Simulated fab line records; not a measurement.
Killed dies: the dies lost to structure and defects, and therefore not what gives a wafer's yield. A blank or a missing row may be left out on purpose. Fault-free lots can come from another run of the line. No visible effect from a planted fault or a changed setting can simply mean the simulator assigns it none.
Comparing a struck lot with a sound one / flow n5-finfet / 24 steps out of a route of 1938
Sound: wafers L547.3, L547.4, L547.6. Wafers L540.1, L540.3, L540.5 were the ones struck. The cause comes at the end.
At each step with rows: each side's tool, then ch and its chambers, then its first start. Under that, the readings that differ: sound wafers / struck wafers / difference of the means / sigmas: that difference in standard deviations of wafers without a fault.
alike: readings whose means differ by less than 2 such deviations, and words and numbers that are the same on both sides. not compared: withheld readings, readings that some wafer has no value for, bounds like >300 that may hide the same value, and numbers for which the record gives no deviation and whose values overlap.
A row with sigmas, a row that says differs or no value, or rows on one side alone: a step with any of these is where the two part. Non-overlapping numbers with no deviation appear without sigmas and do not part them. A reading missing from all wafers of one side parts the sides only when that side holds two or more wafers.

first, 10 steps without rows for these wafers: N5_BEOL_M4_DESCUM_16 (chemistry O2, time 7 s); N5_BEOL_M4_ETCH_74 (etches underlayer in N2/H2, target depth 6.5 nm, time 5.2 s); N5_BEOL_M4_ETCH_63 (etches SiARC in CF4, target depth 15.6 nm, time 26 s); N5_BEOL_M4_ETCH_64 (etches SOC in N2/H2, target depth 75 nm, overetch 22.5 nm, time 121.9 s); N5_BEOL_M4_STRIP_65 (strips in N2/H2); N5_BEOL_M4_STRIP_75 (strips in N2/H2); N5_BEOL_M4_STRIP_66 (strips in CF4); N5_BEOL_M4_HM_OPEN_17 (chemistry Cl2/BCl3, target TiN, target depth 20 nm, overetch 6 nm); N5_BEOL_M4_STRIP_19 (strips in O2); N5_BEOL_M4_COAT_67 (time 60 s, resist thk 60 nm).
N5_BEOL_M4_COAT_68: time 60 s, resist thk 12 nm.
  sound on litho-track-02 ch 0, day 12 11:42; struck on litho-track-01 ch 0, day 10 17:33
reading=spin-speed-rpm (rpm); sound=1499.6 1499.4 1500.6; struck=1547.2 1548.4 1546.3; difference=+47.4; sigmas=+47
then, 9 steps without rows for these wafers: N5_BEOL_M4_COAT_76 (time 60 s, resist thk 5 nm); N5_BEOL_M4_COAT_22 (resist thk 30 nm); N5_BEOL_M4_EBR_24; N5_BEOL_M4_SOFTBAKE_23 (time 60 s); N5_BEOL_M4_EXPOSE_25 (exposes mask V3, defocus 5 nm); N5_BEOL_M4_PEB_26 (peb time 60 s); N5_BEOL_M4_DEVELOP_27 (develop time 30 s); N5_BEOL_M4_DESCUM_33 (chemistry O2, time 7 s); N5_BEOL_M4_ETCH_77 (etches underlayer in N2/H2, target depth 6.5 nm, time 5.2 s).
N5_BEOL_M4_ETCH_69: etches SiARC in CF4, target depth 15.6 nm, time 26 s.
  sound on rie-diel-03 ch 0,3, day 12 12:17; struck on rie-diel-03 ch 0,1,2, day 10 18:00
reading=oes-product-au (a.u.); sound=0.83 0.81 0.83; struck=0.79 0.57 0.58; difference=-0.18; sigmas=-2
reading=throttle-valve-pct (%); sound=15.19 15.31 15.20; struck=15.50 15.70 15.82; difference=+0.44; sigmas=+2
reading=model.etch.depth-nm (nm); sound=12.03 12.06 12.04; struck=11.79 11.79 11.83; difference=-0.24; sigmas=
  alike: chamber-pressure-mTorr, drypump-motor-current-A, etch-rf-on-time-s, rf-vpp-V, showerhead-plenum-p-Torr
  not compared: rf-hours-counter-h
then, 1 step without rows for these wafers: N5_BEOL_M4_ALD_98 (deposits SiO2, target thk 2.5 nm, pulse time 1 s, co reactant pulse time 1 s).
N5_BEOL_M4_RC_MEAS_101:
  sound on prober-01 ch 0, day 12 22:47; struck on prober-02 ch 0, day 11 07:45
reading=DIBL_N (mV/V); sound=35.1 34.8 35.9; struck=37.7 38.3 38.0; difference=+2.7; sigmas=+2
  alike: DIBL_P, IOFF_N, IOFF_P, ION_N, ION_P, SS_N, SS_P, VT_N, VT_P
-- a jump in the record: the struck wafers' starts before and after are 4 days apart (it breaks off in module BEOL_M4 and resumes in module PASSIVATION, where the first step shown is number 1936 of the route) --
N5_PASSIVATION_PROBE_49:
  record: rows for the struck wafers here (prober-01, day 15 14:04), none for the sound ones

== WHERE THEY PART ==
At N5_BEOL_M4_COAT_68 first; at N5_PASSIVATION_PROBE_49 last (within this record only).

WHY: whatever the simulator had introduced
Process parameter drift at N5_BEOL_M4_COAT_68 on litho-track-01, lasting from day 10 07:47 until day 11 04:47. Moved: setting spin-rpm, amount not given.
